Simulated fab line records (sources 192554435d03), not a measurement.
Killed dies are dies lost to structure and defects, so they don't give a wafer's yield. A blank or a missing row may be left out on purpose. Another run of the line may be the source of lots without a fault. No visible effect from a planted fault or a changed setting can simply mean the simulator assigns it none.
3 desks looking at one fault	flow n5_finfet	numbers are kept per desk, each desk with only its own; the story behind them comes last

## FOR THE TOOL OWNER'S DESK: rie_diel-02
The tool's own readings at N5_MOL_CONTACT_COAG_ETCH_91 (etches SOC in N2/H2, target depth 60 nm, overetch 21 nm, time 101.2 s): means of the sampled wafers that have a number, for each lot that ran on this tool. A lot is out of limits, marked OUT, if its mean lies more than 4 standard deviations from the usual mean; the brackets give that distance. Readings shown: 7 out of 8 (the first out of limits, and those lying furthest out on some lot).
Columns: A = drypump_motor_current_A at N5_MOL_CONTACT_COAG_ETCH_91, usual 5.5 A; B = h2_flow_sccm at N5_MOL_CONTACT_COAG_ETCH_91, usual 200.1 sccm; C = oes_product_au at N5_MOL_CONTACT_COAG_ETCH_91, usual 0.67 a.u.; D = rf_vpp_V at N5_MOL_CONTACT_COAG_ETCH_91, usual 524.0 V; E = run_length_s at N5_MOL_CONTACT_COAG_ETCH_91, usual 124.4 s; F = showerhead_plenum_p_Torr at N5_MOL_CONTACT_COAG_ETCH_91, usual 2.54 Torr; G = throttle_valve_pct at N5_MOL_CONTACT_COAG_ETCH_91, usual 17.60 %
lot	first seen here	A	B	C	D	E	F	G
L600	day 6 06:02	5.8	200.5	0.67	524.2	124.3	2.56	17.62
L610	day 9 09:54	5.7	199.9	0.62	527.4	145.5 (+44) OUT	2.66	17.62
L611	day 9 12:05	5.8	200.2	0.60	522.6	151.9 (+57) OUT	2.53	17.56
L612	day 9 15:12	5.6	200.7	0.65	525.4	145.6 (+44) OUT	2.58	17.30
Finding of this desk: L610, L611, L612 out of limits; the first was L610 at day 9 09:54, on run_length_s at N5_MOL_CONTACT_COAG_ETCH_91. L600: within limits.

## THE DEFECT DESK
Per lot, the means of the sampled wafers with a number show what the inspections along the route counted. A lot is out of limits, marked OUT, if its mean lies more than 4 standard deviations from the usual mean; the brackets give that distance.
Columns: A = raw_defect_count at N5_MOL_CONTACT_COAG_INSPECT_57, usual 200
lot	first seen here	A
L598	day 5 21:16	146
L600	day 6 05:39	182
L610	day 9 08:24	131
L611	day 9 10:31	223
L612	day 9 13:00	174
L614	day 9 22:23	152
L618	day 11 03:04	210
Finding of this desk: none of the 7 lots has anything out of limits.

## THE METROLOGY DESK
What the gauges read, lot by lot, whatever tool the lot ran on: means of the sampled wafers that have a number. A lot is out of limits, marked OUT, if its mean lies more than 4 standard deviations from the usual mean; the brackets give that distance. Readings shown: 7 of its 12, picked as those furthest out on some lot.
Columns: A = cd_nm at N5_MOL_CONTACT_COAG_CD_MEAS_84, usual 25.13 nm; B = DIBL_N at N5_BEOL_M4_RC_MEAS_101, usual 36.5 mV/V; C = ION_N at N5_BEOL_M4_RC_MEAS_101, usual 674 uA/um; D = ION_P at N5_BEOL_M4_RC_MEAS_101, usual 460 uA/um; E = SS_N at N5_BEOL_M4_RC_MEAS_101, usual 71.6 mV/dec; F = SS_P at N5_BEOL_M4_RC_MEAS_101, usual 73.4 mV/dec; G = VT_P at N5_BEOL_M4_RC_MEAS_101, usual -250 mV
lot	first seen here	A	B	C	D	E	F	G
L598	day 5 21:11	25.07	36.2	677	464	71.4	73.5	-250
L600	day 6 05:34	25.04	35.7	659	458	71.1	73.1	-249
L610	day 9 08:19	24.76	38.8	677	458	72.5	74.3	-250
L611	day 9 10:26	25.06	37.8	656	445	71.6	73.1	-257
L612	day 9 12:55	24.88	38.5	672	451	71.9	73.9	-252
L614	day 9 22:02	25.40	38.3	692	463	71.7	74.2	-250
L618	day 11 02:59	25.24	37.2	669	458	72.3	73.4	-248
Finding of this desk: none of the 7 lots has anything out of limits.

## BROUGHT TOGETHER
The tool owner's desk had the chance to raise an alarm at day 9 09:54 on L610, L611, L612.
Nothing the defect desk looked at was out of limits.
From the metrology desk's view, nothing was out of limits.
The defect desk has L610, L611, L612 on record, within its limits.
The metrology desk has L610, L611, L612 on record, within its limits.
All the named lots went through N5_MOL_CONTACT_COAG_ETCH_91 on rie_diel-02.

## WHAT THE SIMULATOR HAD PUT IN
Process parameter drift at N5_MOL_CONTACT_COAG_ETCH_91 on rie_diel-02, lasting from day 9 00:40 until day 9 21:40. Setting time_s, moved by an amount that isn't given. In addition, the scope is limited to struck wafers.
Struck lots among those shown: L610, L611, L612.
Hours from the fault's start to each desk's first reading out of limits: the tool owner's desk, 9.
